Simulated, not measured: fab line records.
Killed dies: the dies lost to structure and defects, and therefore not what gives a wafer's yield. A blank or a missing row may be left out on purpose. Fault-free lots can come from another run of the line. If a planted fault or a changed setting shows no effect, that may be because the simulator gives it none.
fab line records | flow n5Finfet | part 2 of 2: steps 23 to 34 of 34
record lots=5 | wafers=15 | lastDay=17
route steps=1938 shown BEOL_M13@1694 BEOL_M14@1716
lots that met no fault: from a run of the same line without faults
startH: start of the lot's first displayed wafer, in hours after the record's first day | waitH: time in hours since the lot's previous step | " unchanged from the row above | L1.1+2: a row that stands for several wafers | - no value, or no start given | * or withheld: withheld | < > ~ a bound
route shown NAME@n: names a module that has steps shown in the file, with the first one's number in the route | usual: mean/standard deviation taken from wafers without a fault | same: alike in all rows | chamber/n: place in a boat | sites: per-site readings | _std_site: the values' standard deviation | _edge_site: mean of outer sites minus mean of inner sites | radiusMm: how far each site lies from the wafer's centre | mask NAME#n: copy n | behind: tool/chamber where the wafer was last shaped | hold: cause of the lot's hold/its duration in hours/its outcome | device: the transistor (n, p or np) that didn't switch | end of line: at the end of the route, the tests of the same wafers | step lacking rows: just its recipe | killed: not the wafer's yield, but the dies lost to structure and defects at the first sort | map: per-die view of a wafer (x killed, . not killed, _ where there is no die)
set.NAME: the run value of the setting; set.NAME@STEP: its run value at that earlier step | model.NAME: the simulator's own value behind a step, which no gauge read
certain route steps with their lots: each step a table, each wafer a row
services: from which hour (startH, from the record's first day; less than 0 if before it) a tool's chamber was out of use, for how many hours, and why
## steps
# step N5_BEOL_M14_ILD_DEP_00
# recipe material=SiO2 | targetThkA=11193 | tempC=400 | precursor=TEOS/O2 | pressureTorr=6.5 | rfW=900 | teosFlowSccm=161.4 | gas=O2 | flowSccm=2650 | timeS=237.4
# usual heaterPowerW=511/64 | showerheadPlenumPTorr=8.34/0.033 | throttleValvePct=19.0/1.2
# same timeS=237.4
lot.wafer | tool     | chamber | startH | waitH | heaterPowerW | showerheadPlenumPTorr | sinceWetCleanH | throttleValvePct
L076.2    | pecvd-01 | 0       | 254.90 | 0.0   | 536          | 8.37                  | 1321           | 18.8
L076.4    | "        | 1       | "      | "     | 631          | 8.39                  | -              | 20.3
L076.6    | "        | 0       | "      | "     | 399          | 8.39                  | -              | 19.2
L082.1    | pecvd-01 | 0       | 294.66 | 0.0   | 538          | 8.39                  | 1361           | 19.2
L082.4    | "        | 2       | "      | "     | 502          | 8.35                  | -              | 19.0
L082.5    | "        | 0       | "      | "     | 412          | 8.40                  | -              | 19.0
L083.1    | pecvd-01 | 0       | 301.25 | 0.0   | 513          | 8.36                  | 1368           | 19.1
L083.2    | "        | 1       | "      | "     | 549          | 8.37                  | 2093           | 20.8
L083.6    | "        | 0       | "      | "     | 470          | 8.36                  | -              | 19.3
L097.1    | pecvd-02 | 1       | 377.51 | 0.0   | 516          | 8.38                  | 1988           | 20.9
L097.4    | "        | 0       | "      | "     | 402          | 8.28                  | -              | 20.1
L097.5    | "        | 1       | "      | "     | 400          | 8.38                  | -              | 20.8
L093.1    | pecvd-02 | 0       | 378.22 | 0.0   | 528          | 8.28                  | 1263           | 19.8
L093.2    | "        | 1       | "      | "     | 496          | 8.35                  | 1988           | 20.6
L093.5    | "        | 2       | "      | "     | 536          | 8.32                  | -              | 19.3
# step N5_BEOL_M14_THK_MEAS_01
# recipe reads=SiO2_of_BEOL_M14_ILD_DEP_00
# usual M14_ILD_THK=1118/14
lot.wafer | tool         | chamber | startH | waitH | M14_ILD_THK[nm]
L076.2    | filmMetro-02 | -       | 255.09 | 0.1   | 1121
L076.4    | "            | -       | "      | "     | 1130
L076.6    | "            | -       | "      | "     | 1139
L082.1    | filmMetro-02 | -       | 294.85 | 0.1   | 1116
L082.4    | "            | -       | "      | "     | 1121
L082.5    | "            | -       | "      | "     | 1144
L083.1    | filmMetro-02 | -       | 301.52 | 0.2   | 1104
L083.2    | "            | -       | "      | "     | 1112
L083.6    | "            | -       | "      | "     | 1135
L097.1    | filmMetro-01 | -       | 377.70 | 0.1   | 1106
L097.4    | "            | -       | "      | "     | 1126
L097.5    | "            | -       | "      | "     | 1118
L093.1    | filmMetro-02 | -       | 378.41 | 0.1   | 1097
L093.2    | "            | -       | "      | "     | 1102
L093.5    | "            | -       | "      | "     | 1125
# step N5_BEOL_M14_COAT_58
# recipe resist=BARC | tempC=205 | timeS=60 | spinRpm=1500 | resistThkNm=89
# usual dispensePressureKPa=45.4/1 | spinSpeedRpm=1500.1/1
# same timeS=60
lot.wafer | tool          | chamber | startH | waitH | dispensePressureKPa | spinSpeedRpm
L076.2    | lithoTrack-03 | 0       | 255.13 | 0.0   | 43.5                | 1499.5
L076.4    | "             | 0       | "      | "     | 43.5                | 1498.8
L076.6    | "             | 0       | "      | "     | 43.5                | 1498.7
L082.1    | lithoTrack-01 | 0       | 294.88 | 0.0   | 45.7                | 1500.9
L082.4    | "             | 0       | "      | "     | 45.7                | 1499.5
L082.5    | "             | 0       | "      | "     | 45.8                | 1501.0
L083.1    | lithoTrack-01 | 0       | 301.55 | 0.0   | 45.8                | 1499.6
L083.2    | "             | 0       | "      | "     | 45.7                | 1500.4
L083.6    | "             | 0       | "      | "     | 45.7                | 1500.2
L097.1    | lithoTrack-05 | 0       | 377.73 | 0.0   | 46.0                | 1500.9
L097.4    | "             | 0       | "      | "     | 46.1                | 1499.6
L097.5    | "             | 0       | "      | "     | 46.0                | 1501.5
L093.1    | lithoTrack-05 | 0       | 378.44 | 0.0   | 46.1                | 1501.3
L093.2    | "             | 0       | "      | "     | 46.1                | 1501.0
L093.5    | "             | 0       | "      | "     | 46.1                | 1501.0
# step N5_BEOL_M14_COAT_04
# recipe spinRpm=1704 | resistThkNm=800
# usual dispensePressureKPa=45.4/0.98 | spinSpeedRpm=1704.0/1.1
lot.wafer | tool          | chamber | startH | waitH | dispensePressureKPa | spinSpeedRpm
L076.2    | lithoTrack-03 | 0       | -      | -     | 43.5                | 1704.1
L076.4    | "             | 0       | "      | "     | 43.5                | 1706.7
L076.6    | "             | 0       | "      | "     | 43.5                | 1704.5
L082.1    | lithoTrack-01 | 0       | -      | -     | 45.7                | 1703.8
L082.4    | "             | 0       | "      | "     | 45.7                | 1705.0
L082.5    | "             | 0       | "      | "     | 45.7                | 1705.2
L083.1    | lithoTrack-01 | 0       | -      | -     | 45.7                | 1703.8
L083.2    | "             | 0       | "      | "     | 45.7                | 1703.5
L083.6    | "             | 0       | "      | "     | 45.7                | 1702.9
L097.1    | lithoTrack-05 | 0       | -      | -     | 46.0                | 1704.4
L097.4    | "             | 0       | "      | "     | 46.0                | 1704.0
L097.5    | "             | 0       | "      | "     | 46.0                | 1703.8
L093.1    | lithoTrack-05 | 0       | -      | -     | 46.0                | 1702.8
L093.2    | "             | 0       | "      | "     | 46.1                | 1702.0
L093.5    | "             | 0       | "      | "     | 46.0                | 1704.5
# step N5_BEOL_M14_EBR_06
# recipe solvent=PGMEA | ebrWidthMm=1.5
# same ebrWidthMm=1.5
lot.wafer  | tool          | chamber | startH | waitH
L076.2+4+6 | lithoTrack-03 | 0       | -      | -
L082.1+4+5 | lithoTrack-01 | 0       | -      | -
L083.1+2+6 | lithoTrack-01 | 0       | -      | -
L097.1+4+5 | lithoTrack-05 | 0       | -      | -
L093.1+2+5 | lithoTrack-05 | 0       | -      | -
# step N5_BEOL_M14_SOFTBAKE_05
# recipe tempC=130 | timeS=60
# same timeS=60
lot.wafer  | tool          | chamber | startH | waitH
L076.2+4+6 | lithoTrack-03 | 0       | -      | -
L082.1+4+5 | lithoTrack-01 | 0       | -      | -
L083.1+2+6 | lithoTrack-01 | 0       | -      | -
L097.1+4+5 | lithoTrack-05 | 0       | -      | -
L093.1+2+5 | lithoTrack-05 | 0       | -      | -
# step N5_BEOL_M14_EXPOSE_07
# recipe maskId=V13 | na=0.8 | sourceShape=annular | sigmaInner=0.5 | sigmaOuter=0.8 | polarization=unpolarized | attpsmPhaseDeg=180 | doseMj=57
lot.wafer  | tool          | chamber | startH | waitH | mask
L076.2+4+6 | krfScanner-02 | 0       | 255.23 | -     | V13#0
L082.1+4+5 | krfScanner-01 | 0       | 295.11 | -     | V13#0
L083.1+2+6 | krfScanner-02 | 0       | 301.77 | -     | V13#0
L097.1+4+5 | krfScanner-01 | 0       | 377.83 | -     | V13#0
L093.1+2+5 | krfScanner-01 | 0       | 378.54 | -     | V13#0
# step N5_BEOL_M14_PEB_08
# recipe pebTempC=130 | pebTimeS=90
lot.wafer  | tool          | chamber | startH | waitH
L076.2+4+6 | lithoTrack-01 | 0       | 255.29 | 0.0
L082.1+4+5 | lithoTrack-03 | 0       | 295.17 | 0.1
L083.1+2+6 | lithoTrack-01 | 0       | 301.83 | 0.1
L097.1+4+5 | lithoTrack-01 | 0       | 377.89 | 0.1
L093.1+2+5 | lithoTrack-03 | 0       | 378.60 | 0.1
# step N5_BEOL_M14_DEVELOP_09
# recipe developTimeS=45 | rinseLiquid=diw | dry=airSpin | devTempC=21
lot.wafer  | tool          | chamber | startH | waitH
L076.2+4+6 | lithoTrack-01 | 0       | -      | -
L082.1+4+5 | lithoTrack-03 | 0       | -      | -
L083.1+2+6 | lithoTrack-01 | 0       | -      | -
L097.1+4+5 | lithoTrack-01 | 0       | -      | -
L093.1+2+5 | lithoTrack-03 | 0       | -      | -
# step N5_BEOL_M14_HARDBAKE_14
# recipe tempC=130 | timeS=120
# same timeS=120
lot.wafer  | tool          | chamber | startH | waitH
L076.2+4+6 | lithoTrack-01 | 0       | -      | -
L082.1+4+5 | lithoTrack-03 | 0       | -      | -
L083.1+2+6 | lithoTrack-01 | 0       | -      | -
L097.1+4+5 | lithoTrack-01 | 0       | -      | -
L093.1+2+5 | lithoTrack-03 | 0       | -      | -
# step N5_BEOL_M14_CD_MEAS_10
# recipe targetCdNm=250 | landingEnergyEv=500 | detector=seInlens | polarity=opening
# usual cdNm=250.7/1.4
lot.wafer | tool     | chamber | startH | waitH | cdNm
L076.2    | cdSem-02 | 0       | 255.40 | -     | 249.3
L076.4    | "        | 0       | "      | "     | 252.1
L076.6    | "        | 0       | "      | "     | 248.8
L082.1    | cdSem-02 | 0       | 295.28 | -     | 252.1
L082.4    | "        | 0       | "      | "     | 251.6
L082.5    | "        | 0       | "      | "     | 251.1
L083.1    | cdSem-01 | 0       | 301.95 | -     | 249.1
L083.2    | "        | 0       | "      | "     | 249.2
L083.6    | "        | 0       | "      | "     | 248.3
L097.1    | cdSem-01 | 0       | 378.01 | -     | 249.7
L097.4    | "        | 0       | "      | "     | 249.0
L097.5    | "        | 0       | "      | "     | 249.2
L093.1    | cdSem-01 | 0       | 378.72 | -     | 252.0
L093.2    | "        | 0       | "      | "     | 250.2
L093.5    | "        | 0       | "      | "     | 250.2
# step N5_BEOL_M14_OVL_MEAS_11
# recipe pointsPerWafer=44
# usual V13_OVL=-2/6.3
lot.wafer | tool       | chamber | startH | waitH | V13_OVL[nm]
L076.2    | overlay-02 | 0       | 255.43 | 0.0   | 7
L076.4    | "          | 0       | "      | "     | 7
L076.6    | "          | 0       | "      | "     | 3
L082.1    | overlay-01 | 0       | 295.31 | 0.0   | -3
L082.4    | "          | 0       | "      | "     | 7
L082.5    | "          | 0       | "      | "     | -3
L083.1    | overlay-02 | 0       | 301.98 | 0.0   | -5
L083.2    | "          | 0       | "      | "     | -1
L083.6    | "          | 0       | "      | "     | -10
L097.1    | overlay-02 | 0       | 378.04 | 0.0   | -3
L097.4    | "          | 0       | "      | "     | 10
L097.5    | "          | 0       | "      | "     | 0
L093.1    | overlay-02 | 0       | 378.75 | 0.0   | 6
L093.2    | "          | 0       | "      | "     | 8
L093.5    | "          | 0       | "      | "     | -2
## services
tool           | chamber | startH | hours | kind
rieDiel-01     | -       | 231.04 | 0.4   | repair
krfScanner-02  | -       | 233.26 | 1.0   | pm
krfScanner-02  | -       | 243.47 | 1.3   | pm
ecdCu-01       | -       | 254.59 | 6.7   | pm
krfScanner-02  | -       | 267.82 | 0.8   | pm
pecvd-02       | -       | 274.24 | 0.2   | repair
pecvd-02       | -       | 274.66 | 5.5   | pm
rieDiel-06     | -       | 276.05 | 14.6  | pm
krfScanner-01  | -       | 276.64 | 1.3   | pm
pecvd-01       | 1       | 277.97 | 7.5   | repair
rieDiel-02     | -       | 279.98 | 0.2   | repair
cmp-03         | -       | 288.57 | 3.1   | pm
krfScanner-01  | -       | 290.00 | 0.8   | pm
plasmaAsher-02 | -       | 298.53 | 11.6  | pm
cmp-04         | -       | 299.89 | 2.2   | repair
rieDiel-06     | 2       | 307.59 | 1.2   | repair
rieDiel-02     | 0       | 316.35 | 5.3   | repair
pvdSputter-02  | -       | 317.00 | 6.5   | repair
plasmaAsher-02 | -       | 320.96 | 0.4   | repair
rieDiel-06     | 2       | 335.32 | 3.3   | repair
rtpAnneal-02   | -       | 349.78 | 3.7   | pm
pecvd-02       | 2       | 349.91 | 6.0   | repair
rieDiel-02     | 3       | 363.11 | 7.7   | repair
pecvd-01       | -       | 373.48 | 1.0   | repair
